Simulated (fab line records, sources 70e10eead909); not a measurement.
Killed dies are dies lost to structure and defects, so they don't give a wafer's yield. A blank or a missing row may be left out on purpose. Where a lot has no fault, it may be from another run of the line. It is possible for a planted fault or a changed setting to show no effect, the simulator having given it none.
fab line records	flow nand-harc
[record] lots = 11	wafers = 33	last-day = 24
route steps=1159 shown A_STAIRCASE@551 END@1159
lots untouched by any fault: they come from a run of this same line in which no faults occurred
start-h: hours from the record's first day to the start of the lot's first wafer shown	wait-h: time in hours since the lot's previous step	" the same as in the row above	L1.1+2: a row that stands for several wafers	- no value, or no start given	* or withheld: withheld	< > ~ a bound
route shown NAME@n: a module of which the file shows steps, and the number in the route of the first	usual: mean/standard deviation of fault-free wafers	same: alike in all rows	chamber/n: place in a boat	sites: the reading at each site	_std_site: standard deviation across them	_edge_site: inner sites' mean taken away from outer sites' mean	radius-mm: for every site, how far away it sits from the centre of the wafer	mask NAME#n: copy n	behind: the most recent tool/chamber to have shaped the wafer	hold: what put the lot on hold/how long, in hours/how the hold closed	device: which transistor (n, p or np) failed to switch	end of line: the tests these same wafers got at the end of their route	for a step that has no rows: nothing shown but its recipe	killed: the dies lost at the first sort to structure and to defects; this is not the yield of the wafer	map: the dies of a wafer, with x for killed, . for not killed, _ for no die there
set.NAME: the setting the step ran with; set.NAME@STEP: the setting that earlier step ran with	model.NAME: the simulator's own value behind a step, which no gauge read
steps of the route over a sample of lots; a table a step, a row a wafer
services: when a tool's chamber went out of use (start-h, in hours from the record's first day, below 0 if earlier), for how many hours, and the reason
[[steps]]
[step NHARC_A_STAIRCASE_ETCH_15]
[recipe] target-depth-a = 1000	time-s = 40.5	ion-energy-ev = 400	c4f8-flow-sccm = 20	o2-flow-sccm = 10	ar-flow-sccm = withheld	rf-w = 600	bias-w = 1000	chemistry = C4F8/O2
[usual] oes-product-au = 0.939/0.014	rf-vpp-V = 896/6.1
lot.wafer	tool	chamber	start-h	wait-h	oes-product-au	rf-hours-counter-h	rf-vpp-V
L238.1	rie-diel-10	3	-	-	0.927	22	888
L238.4	"	2	"	"	0.945	22	893
L238.6	"	3	"	"	0.942	-	888
L240.1	rie-diel-11	0	-	-	0.908	18	905
L240.3	"	1	"	"	0.927	19	889
L240.5	"	2	"	"	0.930	-	907
L239.4	rie-diel-11	2	-	-	0.931	13	905
L239.2	"	3	"	"	0.928	11	901
L239.1	"	0	"	"	0.911	18	906
L242.4	rie-diel-09	0	-	-	0.918	56	895
L242.2	"	2	"	"	0.935	63	896
L242.5	"	1	"	"	0.922	-	900
L243.3	rie-diel-09	2	-	-	0.938	64	896
L243.6	"	3	"	"	0.938	-	888
L243.5	"	0	"	"	0.928	-	895
L245.2	rie-diel-10	0	-	-	0.944	35	897
L245.3	"	2	"	"	0.945	32	892
L245.5	"	0	"	"	0.938	-	896
L244.1	rie-diel-09	2	-	-	0.961	3	896
L244.3	"	0	"	"	0.955	3	893
L244.5	"	2	"	"	0.974	-	896
L248.2	rie-diel-10	2	-	-	0.951	37	894
L248.4	"	3	"	"	0.942	38	888
L248.6	"	2	"	"	0.946	-	894
L247.2	rie-diel-11	1	-	-	0.939	34	891
L247.4	"	0	"	"	0.929	36	903
L247.6	"	2	"	"	0.930	-	906
L259.2	rie-diel-11	1	-	-	0.952	58	889
L259.5	"	0	"	"	0.930	-	906
L259.6	"	1	"	"	0.939	-	888
L260.3	rie-diel-10	1	-	-	0.953	3	898
L260.5	"	2	"	"	0.954	-	894
L260.6	"	3	"	"	0.943	-	906
[step NHARC_A_STAIRCASE_TRIM_18]
[recipe] time-s = 211.2	o2-flow-sccm = 500	ar-flow-sccm = 0	bias-w = 0	chemistry = O2
[usual] drypump-motor-current-A = 5.6/0.49	oes-product-au = 0.999/0.01	rf-vpp-V = 57.8/0.96	run-length-s = 232.6/0.37	showerhead-plenum-p-Torr = 3.54/0.16	throttle-valve-pct = 17.035/0.01
lot.wafer	tool	chamber	start-h	wait-h	drypump-motor-current-A	oes-product-au	rf-hours-counter-h	rf-vpp-V	run-length-s	showerhead-plenum-p-Torr	throttle-valve-pct
L238.1	rie-diel-10	0	-	-	5.4	1.003	23	58.1	232.7	3.54	17.043
L238.4	"	1	"	"	5.1	1.006	23	57.3	232.7	3.64	17.043
L238.6	"	0	"	"	5.3	1.006	-	58.2	232.8	3.54	17.045
L240.1	rie-diel-11	1	-	-	6.0	0.997	19	57.8	233.1	3.36	17.029
L240.3	"	2	"	"	5.9	0.998	13	58.4	232.2	3.80	17.039
L240.5	"	0	"	"	6.5	0.973	-	58.1	232.5	3.80	17.035
L239.1	rie-diel-11	0	-	-	6.5	0.979	19	59.3	232.9	3.80	17.020
L239.4	"	1	"	"	5.9	1.003	19	56.6	233.3	3.36	17.056
L239.2	"	2	"	"	5.9	0.995	13	58.8	232.0	3.80	17.029
L242.2	rie-diel-09	1	-	-	4.8	1.002	60	58.3	233.2	3.67	17.031
L242.4	"	3	"	"	5.7	0.998	61	57.3	232.6	3.33	17.016
L242.5	"	1	"	"	4.8	0.996	-	57.0	233.0	3.67	17.043
L243.3	rie-diel-09	0	-	-	5.5	0.995	57	58.0	232.6	3.47	17.043
L243.5	"	1	"	"	4.8	0.989	-	57.5	232.6	3.67	17.039
L243.6	"	2	"	"	5.5	1.007	-	57.8	233.1	3.53	17.027
L245.2	rie-diel-10	2	-	-	5.3	1.006	32	58.5	232.3	3.46	17.040
L245.3	"	0	"	"	5.3	0.989	35	57.1	232.6	3.54	17.054
L245.5	"	2	"	"	5.3	0.998	-	58.6	232.1	3.46	17.024
L244.3	rie-diel-09	1	-	-	4.8	1.004	2	59.9	232.7	3.67	17.025
L244.1	"	3	"	"	5.7	1.013	3	56.0	232.4	3.33	17.029
L244.5	"	1	"	"	4.8	1.001	-	59.1	232.8	3.67	17.036
L248.2	rie-diel-10	0	-	-	5.4	1.000	38	57.4	232.6	3.54	17.037
L248.4	"	2	"	"	5.3	1.004	37	59.0	232.0	3.46	17.042
L248.6	"	3	"	"	6.2	1.004	-	57.5	232.3	3.30	17.035
L247.2	rie-diel-11	1	-	-	6.0	1.004	35	57.0	233.3	3.35	17.004
L247.4	"	2	"	"	5.9	0.995	28	56.8	232.2	3.79	17.053
L247.6	"	1	"	"	5.9	0.997	-	58.0	232.9	3.35	17.044
L259.2	rie-diel-11	0	-	-	6.5	0.988	61	58.9	232.3	3.77	17.044
L259.6	"	3	"	"	5.5	1.001	-	57.8	232.6	3.61	17.048
L259.5	"	0	"	"	6.5	0.986	-	58.3	232.3	3.77	17.024
L260.3	rie-diel-10	1	-	-	5.1	1.014	3	58.8	233.0	3.62	17.036
L260.5	"	0	"	"	5.3	1.010	-	58.3	232.3	3.52	17.044
L260.6	"	1	"	"	5.1	1.006	-	58.6	233.2	3.62	17.024
[step NHARC_A_STAIRCASE_TRIM_22]
[recipe] time-s = 211.2	o2-flow-sccm = 500	ar-flow-sccm = 0	bias-w = 0	chemistry = O2
[usual] drypump-motor-current-A = 5.7/0.45	oes-product-au = 1.000/0.011	rf-vpp-V = 57.9/0.9	run-length-s = 232.6/0.37	showerhead-plenum-p-Torr = 3.55/0.17	throttle-valve-pct = 17.037/0.0086
lot.wafer	tool	chamber	start-h	wait-h	drypump-motor-current-A	oes-product-au	rf-hours-counter-h	rf-vpp-V	run-length-s	showerhead-plenum-p-Torr	throttle-valve-pct
L238.4	rie-diel-10	1	247.84	-	5.1	1.003	24	58.2	232.8	3.64	17.040
L238.1	"	2	"	"	5.3	1.015	23	58.9	232.3	3.46	17.048
L238.6	"	0	"	"	5.3	1.001	-	56.5	232.4	3.55	17.037
L240.3	rie-diel-10	0	249.21	-	5.3	1.004	23	56.7	232.7	3.54	17.033
L240.1	"	1	"	"	5.1	1.009	24	57.0	232.4	3.64	17.039
L240.5	"	2	"	"	5.3	1.004	-	58.5	232.2	3.46	17.031
L239.4	rie-diel-11	1	249.67	-	6.0	1.005	19	58.4	233.0	3.36	17.037
L239.1	"	3	"	"	5.5	1.004	12	58.5	233.1	3.63	17.033
L239.2	"	0	"	"	6.5	0.987	19	58.2	232.4	3.80	17.044
L242.2	rie-diel-10	3	253.08	-	6.2	1.002	25	58.5	232.3	3.31	17.036
L242.4	"	0	"	"	5.4	1.003	26	57.4	233.1	3.54	17.033
L242.5	"	0	"	"	5.4	1.004	-	58.2	232.7	3.54	17.031
L243.3	rie-diel-09	0	253.24	-	5.5	0.991	57	57.8	232.9	3.46	17.030
L243.5	"	2	"	"	5.5	1.010	-	57.9	233.0	3.53	17.046
L243.6	"	3	"	"	5.7	0.999	-	58.2	232.9	3.33	17.042
L245.2	rie-diel-11	0	273.40	-	6.5	0.999	29	57.8	232.4	3.79	17.037
L245.3	"	1	"	"	5.9	1.003	29	55.5	233.3	3.35	17.045
L245.5	"	0	"	"	6.5	0.990	-	58.9	232.3	3.79	17.028
L244.3	rie-diel-09	0	273.66	-	5.4	0.999	3	57.2	232.5	3.46	17.045
L244.1	"	3	"	"	5.7	1.009	3	56.5	232.2	3.33	17.058
L244.5	"	0	"	"	5.4	1.002	-	57.6	232.5	3.46	17.031
L248.4	rie-diel-09	3	287.67	-	5.7	1.025	9	57.3	232.4	3.33	17.032
L248.2	"	0	"	"	5.4	1.002	8	55.9	232.5	3.46	17.037
L248.6	"	0	"	"	5.4	1.000	-	58.1	232.7	3.46	17.024
L247.4	rie-diel-11	0	291.26	-	6.5	0.989	37	58.8	232.8	3.79	17.030
L247.2	"	2	"	"	5.9	0.989	29	58.0	232.1	3.79	17.033
L247.6	"	3	"	"	5.5	0.998	-	57.6	232.9	3.62	17.030
L259.2	rie-diel-11	2	357.85	-	5.9	0.975	53	60.3	163.5	3.78	17.047
L259.5	"	1	"	"	5.9	0.992	-	56.7	233.2	3.34	17.045
L259.6	"	2	"	"	5.9	0.984	-	58.4	163.6	3.78	17.030
L260.3	rie-diel-10	1	373.20	-	5.1	1.014	3	58.8	232.6	3.61	17.026
L260.5	"	2	"	"	5.3	1.010	-	57.3	232.2	3.44	17.027
L260.6	"	3	"	"	6.2	0.999	-	58.2	232.9	3.81	17.019
[step NHARC_A_STAIRCASE_DESCUM_186]
[recipe] time-s = 3	o2-flow-sccm = 200	ar-flow-sccm = 0	bias-power-w = 0	chemistry = O2
[usual] drypump-motor-current-A = 5.6/0.44	oes-product-au = 1.000/0.011	rf-vpp-V = 57.8/1	showerhead-plenum-p-Torr = 1.91/0.094	throttle-valve-pct = 11.311/0.0095
lot.wafer	tool	chamber	start-h	wait-h	drypump-motor-current-A	oes-product-au	rf-hours-counter-h	rf-vpp-V	showerhead-plenum-p-Torr	throttle-valve-pct
L238.1	rie-diel-10	1	250.03	-	5.1	1.007	25	57.8	1.98	11.308
L238.4	"	2	"	"	5.3	0.993	24	56.7	1.88	11.320
L238.6	"	1	"	"	5.1	1.002	-	58.5	1.98	11.306
L240.3	rie-diel-10	2	251.73	-	5.3	1.000	24	57.8	1.88	11.309
L240.1	"	0	"	"	5.3	0.985	25	57.9	1.92	11.307
L240.5	"	3	"	"	6.2	0.996	-	55.5	1.79	11.301
L239.2	rie-diel-10	1	251.97	-	5.1	1.010	26	58.6	1.98	11.318
L239.4	"	2	"	"	5.2	0.998	24	58.4	1.88	11.302
L239.1	"	0	"	"	5.3	0.998	25	58.2	1.92	11.325
L242.4	rie-diel-11	1	255.48	-	5.9	0.997	22	57.2	1.81	11.301
L242.2	"	0	"	"	6.5	0.980	22	59.2	2.07	11.309
L242.5	"	2	"	"	5.9	0.985	-	59.4	2.07	11.302
L243.3	rie-diel-11	3	255.75	-	5.5	0.993	15	57.2	1.97	11.301
L243.6	"	3	"	"	5.5	0.994	-	56.5	1.97	11.311
L243.5	"	0	"	"	6.5	0.982	-	57.7	2.07	11.314
L245.2	rie-diel-09	1	275.71	-	4.8	1.006	3	59.1	2.00	11.313
L245.3	"	2	"	"	5.5	1.020	3	57.9	1.92	11.316
L245.5	"	3	"	"	5.7	1.007	-	57.1	1.80	11.306
L244.3	rie-diel-11	1	275.97	-	5.9	1.008	30	56.9	1.81	11.306
L244.1	"	2	"	"	5.9	0.996	23	60.2	2.07	11.316
L244.5	"	0	"	"	6.5	0.985	-	60.9	2.07	11.310
L248.2	rie-diel-09	3	290.04	-	5.7	1.005	10	57.7	1.80	11.306
L248.4	"	1	"	"	4.7	0.995	7	60.1	2.00	11.300
L248.6	"	3	"	"	5.7	1.013	-	57.2	1.80	11.309
L247.4	rie-diel-10	0	293.51	-	5.3	1.011	41	58.3	1.92	11.321
L247.2	"	1	"	"	5.1	1.007	41	58.1	1.97	11.321
L247.6	"	3	"	"	6.2	1.003	-	58.0	1.78	11.307
L259.2	rie-diel-09	1	360.46	-	4.8	0.993	36	58.5	1.99	11.320
L259.5	"	0	"	"	5.4	1.000	-	57.9	1.86	11.323
L259.6	"	1	"	"	4.7	1.002	-	59.1	1.99	11.330
L260.3	rie-diel-11	2	375.73	-	5.9	1.003	0	58.7	2.06	11.303
L260.5	"	1	"	"	5.9	0.992	-	56.8	1.80	11.310
L260.6	"	2	"	"	5.9	0.988	-	58.8	2.06	11.305
[step NHARC_END_SORT_01]
[recipe] temp-c = 25
[usual] killed-at-array = 29/11	killed-at-other = 0.7/1.1	killed-at-periphery = 2.9/2.2	killed-dies = 33/11	killed-open = 3.1/1.8	killed-short = 1.9/1.4
[same] gross-dies = 677
lot.wafer	tool	chamber	start-h	wait-h	killed-at-array	killed-at-other	killed-at-periphery	killed-dies	killed-open	killed-short
L239.1	prober-02	0	461.32	7.4	18	0	11	29	3	1
L239.2	prober-02	0	462.11	7.7	19	0	7	26	0	3
L239.4	prober-02	0	463.69	8.2	18	1	9	28	3	1
L245.2	prober-02	0	489.96	2.8	15	0	3	18	2	0
L245.3	prober-02	0	490.75	3.1	17	0	9	26	3	2
L245.5	prober-02	0	492.34	3.7	14	0	7	21	3	1
L247.2	prober-02	0	497.73	2.8	25	1	0	26	2	3
L247.6	prober-02	0	500.90	4.0	29	0	4	33	3	1
L259.2	prober-02	0	556.04	2.8	36	0	2	38	4	0
L259.6	prober-02	0	559.24	4.0	28	0	1	29	1	0
// killed by level:class
L239.1 A_SLIT:chamber-film-flake=11 P_GATE:chamber-film-flake=5 P_ZERO_WELL:chamber-film-flake=3 A_CONTACT:geometric-particle:open=2 A_CHANNEL_HOLE_D1:chamber-film-flake=2 P_CONTACT:geometric-particle:open=1 A_WL_FILL:geometric-particle:short=1 P_CONTACT:chamber-film-flake=1
L239.2 A_SLIT:chamber-film-flake=9 P_GATE:chamber-film-flake=3 A_CONTACT:chamber-film-flake=3 A_CHANNEL_FILL_D1:geometric-particle:short=2 P_STI:chamber-film-flake=2 A_CHANNEL_HOLE_D1:chamber-film-flake=2 A_WL_FILL:chamber-film-flake=2 A_ONON_D1:geometric-particle:short=1
L239.4 A_SLIT:chamber-film-flake=13 P_CONTACT:chamber-film-flake=4 P_GATE:chamber-film-flake=2 A_CONTACT:chamber-film-flake=2 P_CONTACT:geometric-particle:open=1 A_ONON_D1:geometric-particle:short=1 A_M0:geometric-particle:open=1 P_ZERO_WELL:chamber-film-flake=1
L245.2 A_ZERO_WELL:chamber-film-flake=4 A_CONTACT:chamber-film-flake=4 A_CHANNEL_FILL_D1:geometric-particle:open=2 P_GATE:chamber-film-flake=2 A_CHANNEL_HOLE_D1:chamber-film-flake=2 P_ZERO_WELL:chamber-film-flake=1 A_STAIRCASE:chamber-film-flake=1 A_SLIT:chamber-film-flake=1
L245.3 P_GATE:chamber-film-flake=4 A_CHANNEL_HOLE_D1:chamber-film-flake=4 A_CONTACT:geometric-particle:open=2 A_ZERO_WELL:chamber-film-flake=2 A_STAIRCASE:chamber-film-flake=2 A_SLIT:chamber-film-flake=2 A_CONTACT:chamber-film-flake=2 P_M0:geometric-particle:open=1
L245.5 A_CONTACT:chamber-film-flake=8 P_ZERO_WELL:chamber-film-flake=2 P_M1:chamber-film-flake=2 P_M0:geometric-particle:open=1 A_CHANNEL_HOLE_D1:geometric-particle:open=1 A_CONTACT:geometric-particle:short=1 A_CONTACT:geometric-particle:open=1 P_STI:chamber-film-flake=1
L247.2 A_CHANNEL_HOLE_D1:chamber-film-flake=16 A_STAIRCASE:chamber-film-flake=3 A_CONTACT:geometric-particle:open=2 A_CONTACT:chamber-film-flake=2 A_WL_FILL:geometric-particle:short=1 A_CONTACT:geometric-particle:short=1 STARTING-WAFER:geometric-particle:short=1
L247.6 A_CHANNEL_HOLE_D1:chamber-film-flake=18 A_CONTACT:chamber-film-flake=7 A_STAIRCASE:chamber-film-flake=2 P_CONTACT:geometric-particle:open=1 P_M0:geometric-particle:open=1 P_M1:geometric-particle:short=1 A_CHANNEL_FILL_D1:geometric-particle:open=1 P_GATE:chamber-film-flake=1
L259.2 A_CHANNEL_HOLE_D1:chamber-film-flake=10 A_CONTACT:chamber-film-flake=7 A_STAIRCASE:area-trim=7 A_M1:chamber-film-flake=4 A_WL_FILL:chamber-film-flake=3 P_CONTACT:geometric-particle:open=2 A_STAIRCASE:chamber-film-flake=2 A_CHANNEL_FILL_D1:geometric-particle:open=1
L259.6 A_CHANNEL_HOLE_D1:chamber-film-flake=12 A_STAIRCASE:area-trim=10 A_CONTACT:chamber-film-flake=3 A_SOURCE_PLATE:geometric-particle:open=1 P_M0:chamber-film-flake=1 A_CHANNEL_FILL_D1:chamber-film-flake=1 A_M0:chamber-film-flake=1
[[services]]
tool	chamber	start-h	hours	kind
rie-diel-11	0	223.07	-	clean
rie-diel-11	1	223.07	-	clean
rie-diel-11	2	223.07	-	clean
rie-diel-11	3	223.07	-	clean
rie-diel-10	0	234.65	-	clean
rie-diel-10	1	234.65	-	clean
rie-diel-10	2	234.65	-	clean
rie-diel-10	3	234.65	-	clean
rie-diel-11	0	248.03	-	clean
rie-diel-11	1	248.03	-	clean
rie-diel-11	2	248.03	-	clean
rie-diel-11	3	248.03	-	clean
rie-diel-09	-	254.16	9.0	pm
rie-diel-10	0	259.43	-	clean
rie-diel-10	1	259.43	-	clean
rie-diel-10	2	259.43	-	clean
rie-diel-10	3	259.43	-	clean
rie-diel-10	2	262.69	2.8	repair
rie-diel-11	1	303.45	4.2	repair
rie-diel-10	1	321.61	9.0	repair
rie-diel-10	2	332.57	1.5	repair
rie-diel-10	-	353.52	9.0	pm
rie-diel-09	3	361.78	33.2	repair
rie-diel-11	-	366.57	9.0	pm
[[key]]
[first-sign] step = NHARC_A_STAIRCASE_TRIM_22	reading = run-length-s	direction = down	sigmas = 99+	usual = *	struck = *
effect none on later readings
met-at NHARC_A_STAIRCASE_TRIM_22
struck-lots L259
struck-wafers L259.2,L259.6
tester-left-out L259
not-acting-at NHARC_A_STAIRCASE_ETCH_15,NHARC_A_STAIRCASE_TRIM_18,NHARC_A_STAIRCASE_DESCUM_186
onset-between 291.26 357.85
[fault] kind = process-parameter-drift	tool = rie-diel-11	chamber = 2	onset-h = 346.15	steps = NHARC_A_STAIRCASE_TRIM_22	channel = time-s	offset = *	shape = step	end-h = 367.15	acts-in = *	stated = *
// tester-left-out: of these lots the tester's yield and bins aren't shown, on N5 and GAA mostly nor the transistor test; their killed dies are dies lost to structure and defects alone, not to doping, threshold or leakage, so they don't give the yield
